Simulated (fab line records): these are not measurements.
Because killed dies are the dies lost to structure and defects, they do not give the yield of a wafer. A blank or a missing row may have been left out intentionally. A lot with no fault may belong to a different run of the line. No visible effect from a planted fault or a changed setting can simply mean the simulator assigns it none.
Chamber matching / flow nand_harc / NHARC_A_WL_FILL_STRIP_29 on rie_diel-04 has 4 sister chambers
The step strips in O2, time 20 s. 14 wafers are shown with their chamber, then 7 later ones without.

## WAFERS, EACH WITH ITS CHAMBER
wafer=L075.1; chamber=3; drypump_motor_current_A (A)=5.4; oes_product_au (a.u.)=1.000; rf_vpp_V (V)=58.0
wafer=L075.3; chamber=1; drypump_motor_current_A (A)=5.3; oes_product_au (a.u.)=0.987; rf_vpp_V (V)=56.7
wafer=L075.5; chamber=2; drypump_motor_current_A (A)=5.8; oes_product_au (a.u.)=1.004; rf_vpp_V (V)=58.5
wafer=L076.2; chamber=1; drypump_motor_current_A (A)=5.3; oes_product_au (a.u.)=0.985; rf_vpp_V (V)=57.3
wafer=L076.4; chamber=0; drypump_motor_current_A (A)=6.2; oes_product_au (a.u.)=0.998; rf_vpp_V (V)=58.1
wafer=L076.5; chamber=2; drypump_motor_current_A (A)=5.8; oes_product_au (a.u.)=0.999; rf_vpp_V (V)=58.0
wafer=L089.1; chamber=3; drypump_motor_current_A (A)=5.4; oes_product_au (a.u.)=1.001; rf_vpp_V (V)=57.7
wafer=L089.2; chamber=0; drypump_motor_current_A (A)=6.1; oes_product_au (a.u.)=0.986; rf_vpp_V (V)=59.0
wafer=L089.6; chamber=2; drypump_motor_current_A (A)=5.8; oes_product_au (a.u.)=0.999; rf_vpp_V (V)=57.5
wafer=L090.2; chamber=0; drypump_motor_current_A (A)=6.1; oes_product_au (a.u.)=0.992; rf_vpp_V (V)=56.2
wafer=L090.4; chamber=2; drypump_motor_current_A (A)=5.8; oes_product_au (a.u.)=0.995; rf_vpp_V (V)=58.7
wafer=L090.5; chamber=2; drypump_motor_current_A (A)=5.8; oes_product_au (a.u.)=0.986; rf_vpp_V (V)=57.5
wafer=L092.1; chamber=2; drypump_motor_current_A (A)=5.8; oes_product_au (a.u.)=1.003; rf_vpp_V (V)=58.9
wafer=L092.4; chamber=0; drypump_motor_current_A (A)=6.2; oes_product_au (a.u.)=0.984; rf_vpp_V (V)=57.5

SIGNATURES (means of the wafers above)
reading=drypump_motor_current_A; chamber 0=6.150; chamber 1=5.300; chamber 2=5.800; chamber 3=5.400; scatter within a chamber=0.0316
reading=oes_product_au; chamber 0=0.99000; chamber 1=0.98600; chamber 2=0.99767; chamber 3=1.00050; scatter within a chamber=0.00581
reading=rf_vpp_V; chamber 0=57.700; chamber 1=57.000; chamber 2=58.183; chamber 3=57.850; scatter within a chamber=0.788
Rule: for a wafer and a chamber, the distance is found by dividing, reading by reading, the gap between the wafer's reading and the chamber's mean by the reading's scatter, squaring, summing and taking the root. If the next closest chamber is less than 2 further off than the closest, the wafer can't be placed; otherwise it belongs to the closest. The scatter is the square root of a quotient: the sum, over the shown wafers, of each reading's squared deviation from its chamber's mean, divided by wafers minus chambers.

## WAFERS WHOSE CHAMBER IS MISSING
wafer=L092.6; drypump_motor_current_A (A)=5.2; oes_product_au (a.u.)=0.994; rf_vpp_V (V)=56.9
wafer=L093.2; drypump_motor_current_A (A)=5.8; oes_product_au (a.u.)=0.991; rf_vpp_V (V)=58.8
wafer=L093.4; drypump_motor_current_A (A)=6.2; oes_product_au (a.u.)=0.990; rf_vpp_V (V)=58.8
wafer=L093.6; drypump_motor_current_A (A)=5.4; oes_product_au (a.u.)=1.003; rf_vpp_V (V)=59.4
wafer=L094.3; drypump_motor_current_A (A)=5.8; oes_product_au (a.u.)=0.998; rf_vpp_V (V)=57.0
wafer=L094.4; drypump_motor_current_A (A)=5.4; oes_product_au (a.u.)=0.999; rf_vpp_V (V)=59.0
wafer=L094.5; drypump_motor_current_A (A)=6.2; oes_product_au (a.u.)=0.999; rf_vpp_V (V)=60.1

## CHAMBER TAKEN BY EACH
wafer=L092.6; from the rows above=1; in truth=1
wafer=L093.2; from the rows above=2; in truth=2
wafer=L093.4; from the rows above=0; in truth=0
wafer=L093.6; from the rows above=3; in truth=3
wafer=L094.3; from the rows above=2; in truth=2
wafer=L094.4; from the rows above=3; in truth=3
wafer=L094.5; from the rows above=0; in truth=0
7 of 7 placed correctly. Not placeable from these rows: 0. Placed wrongly: 0.
